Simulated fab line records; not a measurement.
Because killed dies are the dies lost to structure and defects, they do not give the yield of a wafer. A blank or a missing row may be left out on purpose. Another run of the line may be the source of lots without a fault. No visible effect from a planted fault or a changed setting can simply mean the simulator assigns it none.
Split-lot experiment || flow n5_finfet || 21 wafers read across 7 lots, on a route 1938 steps long

## SPLIT DETAILS
At N5_BEOL_M0_TRENCH_ETCH_107 (etches SiOC in C4F6/O2, target depth 32.8 nm, time 16.4 s), the setting target_depth_a was moved away from the recipe's 328 angstrom on 9 of the 21 wafers read, by -6.7% to +11.6%. All remaining wafers had this setting at the recipe value.

## THE PATH FROM SPLIT TO READING: the file shows 1 step between them
- N5_BEOL_M0_STRIP_142: strips in N2/H2, time 10 s

## THE READING
trench_depth_nm, in nm, at N5_BEOL_M0_OCD_MEAS_108. Fault-free wafers of this fab line usually give 32.8 nm, standard deviation 0.56 nm.

{"wafer": "L078.1", "tool, chamber at the split": "rie_diel-02, 1", "target_depth_a as run, angstrom": 328, "against the recipe": "recipe", "trench_depth_nm, nm": 33.0, "against lot-mates on the recipe": "-"}
{"wafer": "L078.5", "tool, chamber at the split": "rie_diel-02, 0", "target_depth_a as run, angstrom": 328, "against the recipe": "recipe", "trench_depth_nm, nm": 32.4, "against lot-mates on the recipe": "-"}
{"wafer": "L078.6", "tool, chamber at the split": "rie_diel-02, 3", "target_depth_a as run, angstrom": 306.1, "against the recipe": "-6.7%", "trench_depth_nm, nm": 31.1, "against lot-mates on the recipe": -1.6}
{"wafer": "L079.1", "tool, chamber at the split": "rie_diel-01, 0", "target_depth_a as run, angstrom": 328, "against the recipe": "recipe", "trench_depth_nm, nm": 32.3, "against lot-mates on the recipe": "-"}
{"wafer": "L079.3", "tool, chamber at the split": "rie_diel-01, 3", "target_depth_a as run, angstrom": 366.2, "against the recipe": "+11.6%", "trench_depth_nm, nm": 35.9, "against lot-mates on the recipe": "+3.6"}
{"wafer": "L079.5", "tool, chamber at the split": "rie_diel-01, 2", "target_depth_a as run, angstrom": 328, "against the recipe": "recipe", "trench_depth_nm, nm": 32.2, "against lot-mates on the recipe": "-"}
{"wafer": "L085.1", "tool, chamber at the split": "rie_diel-04, 0,1", "target_depth_a as run, angstrom": 328, "against the recipe": "recipe", "trench_depth_nm, nm": 32.6, "against lot-mates on the recipe": "-"}
{"wafer": "L085.5", "tool, chamber at the split": "rie_diel-04, 0,1", "target_depth_a as run, angstrom": 328, "against the recipe": "recipe", "trench_depth_nm, nm": 32.6, "against lot-mates on the recipe": "-"}
{"wafer": "L085.6", "tool, chamber at the split": "rie_diel-04, 0", "target_depth_a as run, angstrom": 311.6, "against the recipe": "-5.0%", "trench_depth_nm, nm": 31.0, "against lot-mates on the recipe": -1.6}
{"wafer": "L087.1", "tool, chamber at the split": "rie_diel-04, 1", "target_depth_a as run, angstrom": 328, "against the recipe": "recipe", "trench_depth_nm, nm": 32.4, "against lot-mates on the recipe": "-"}
{"wafer": "L087.5", "tool, chamber at the split": "rie_diel-04, 3", "target_depth_a as run, angstrom": 356.5, "against the recipe": "+8.7%", "trench_depth_nm, nm": 35.8, "against lot-mates on the recipe": "+3.4"}
{"wafer": "L087.6", "tool, chamber at the split": "rie_diel-04, 2", "target_depth_a as run, angstrom": 356.5, "against the recipe": "+8.7%", "trench_depth_nm, nm": 35.7, "against lot-mates on the recipe": "+3.3"}
{"wafer": "L090.2", "tool, chamber at the split": "rie_diel-02, 0", "target_depth_a as run, angstrom": 364.6, "against the recipe": "+11.2%", "trench_depth_nm, nm": 35.2, "against lot-mates on the recipe": "+2.4"}
{"wafer": "L090.4", "tool, chamber at the split": "rie_diel-02, 3", "target_depth_a as run, angstrom": 328, "against the recipe": "recipe", "trench_depth_nm, nm": 32.8, "against lot-mates on the recipe": "-"}
{"wafer": "L090.5", "tool, chamber at the split": "rie_diel-02, 3", "target_depth_a as run, angstrom": 364.6, "against the recipe": "+11.2%", "trench_depth_nm, nm": 36.6, "against lot-mates on the recipe": "+3.8"}
{"wafer": "L092.2", "tool, chamber at the split": "rie_diel-04, 3", "target_depth_a as run, angstrom": 328, "against the recipe": "recipe", "trench_depth_nm, nm": 32.5, "against lot-mates on the recipe": "-"}
{"wafer": "L092.5", "tool, chamber at the split": "rie_diel-04, 2", "target_depth_a as run, angstrom": 328, "against the recipe": "recipe", "trench_depth_nm, nm": 33.7, "against lot-mates on the recipe": "-"}
{"wafer": "L092.6", "tool, chamber at the split": "rie_diel-04, 3", "target_depth_a as run, angstrom": 328, "against the recipe": "recipe", "trench_depth_nm, nm": 32.3, "against lot-mates on the recipe": "-"}
{"wafer": "L096.1", "tool, chamber at the split": "rie_diel-04, 0", "target_depth_a as run, angstrom": 357.6, "against the recipe": "+9.0%", "trench_depth_nm, nm": 35.3, "against lot-mates on the recipe": "+2.3"}
{"wafer": "L096.3", "tool, chamber at the split": "rie_diel-04, 1", "target_depth_a as run, angstrom": 357.6, "against the recipe": "+9.0%", "trench_depth_nm, nm": 35.0, "against lot-mates on the recipe": "+2.0"}
{"wafer": "L096.4", "tool, chamber at the split": "rie_diel-04, 2", "target_depth_a as run, angstrom": 328, "against the recipe": "recipe", "trench_depth_nm, nm": 33.0, "against lot-mates on the recipe": "-"}
If several chambers appear in one row, that row covers several wafers at once and the file leaves open which wafer was in which chamber.

THE FIT
A straight line over all 21 wafers: trench_depth_nm changes by +0.294 nm for each +1% of target_depth_a; r = +0.97; the points scatter about the line by 0.45 nm.
The same after taking each lot's own level away (the mean of its wafers on the recipe; 21 wafers): +0.293 nm for each +1%; r = +0.96; scatter 0.48 nm.
On that fit, the largest move of target_depth_a shifts the reading by 3.4 nm.
Measured against the standard deviation above, the lots' own levels, which go from 32.25 to 33.00 nm, span 1.3 times it.
The two slopes are in agreement: the lot-to-lot level therefore moves the slope only a little.
Check: for one of the wafers moved furthest among these (+11.6%), held out of the fit, the line's prediction against its lot-mates is +3.41 nm. Against them it came out at +3.65 nm.

## THE OTHER SPLITS THESE WAFERS WENT THROUGH
Before the reading, these wafers also passed through other splits. Each is held against what the fit with the lots' levels taken away leaves over:
{"other split on the same wafers": "N5_HKMG_FIN_DEVELOP_11 develop_time_s", "wafers away from the commonest value": 9, "r with trench_depth_nm (lot level and that fit taken away)": -0.12}
{"other split on the same wafers": "N5_GATE_CUT_COAT_27 spin_rpm", "wafers away from the commonest value": 4, "r with trench_depth_nm (lot level and that fit taken away)": -0.21}
{"other split on the same wafers": "N5_GATE_CUT_COAT_07 spin_rpm", "wafers away from the commonest value": 7, "r with trench_depth_nm (lot level and that fit taken away)": -0.04}
{"other split on the same wafers": "N5_MOL_CONTACT_COAG_CVD_140 target_thk_a", "wafers away from the commonest value": 9, "r with trench_depth_nm (lot level and that fit taken away)": -0.01}
{"other split on the same wafers": "N5_BEOL_M0_SAQP_PECVD_96 time_s", "wafers away from the commonest value": 6, "r with trench_depth_nm (lot level and that fit taken away)": -0.03}
{"other split on the same wafers": "N5_BEOL_M0_SAQP_DEVELOP_13 develop_time_s", "wafers away from the commonest value": 6, "r with trench_depth_nm (lot level and that fit taken away)": -0.16}
{"other split on the same wafers": "N5_BEOL_M0_ETCH_128 source_w", "wafers away from the commonest value": 8, "r with trench_depth_nm (lot level and that fit taken away)": "+0.16"}

## THE WHOLE CHAIN: every reading that the file lists as answering this split, in the file's order
{"step": "N5_BEOL_M0_TRENCH_ETCH_107", "what it does": "etches SiOC in C4F6/O2, target depth 32.8 nm, time 16.4 s", "reading": "BEOL_M0.feature_depth_nm (the simulator's own value, which no gauge read)", "change (the file's fit)": "+0.295 nm for each +1% of the setting", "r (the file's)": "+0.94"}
{"step": "N5_BEOL_M0_OCD_MEAS_108", "what it does": "", "reading": "trench_depth_nm", "change (the file's fit)": "+0.295 nm for each +1% of the setting", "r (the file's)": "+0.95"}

## FILE'S OWN FIT
trench_depth_nm changes by +0.295 nm for each +1% of target_depth_a, r = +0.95.
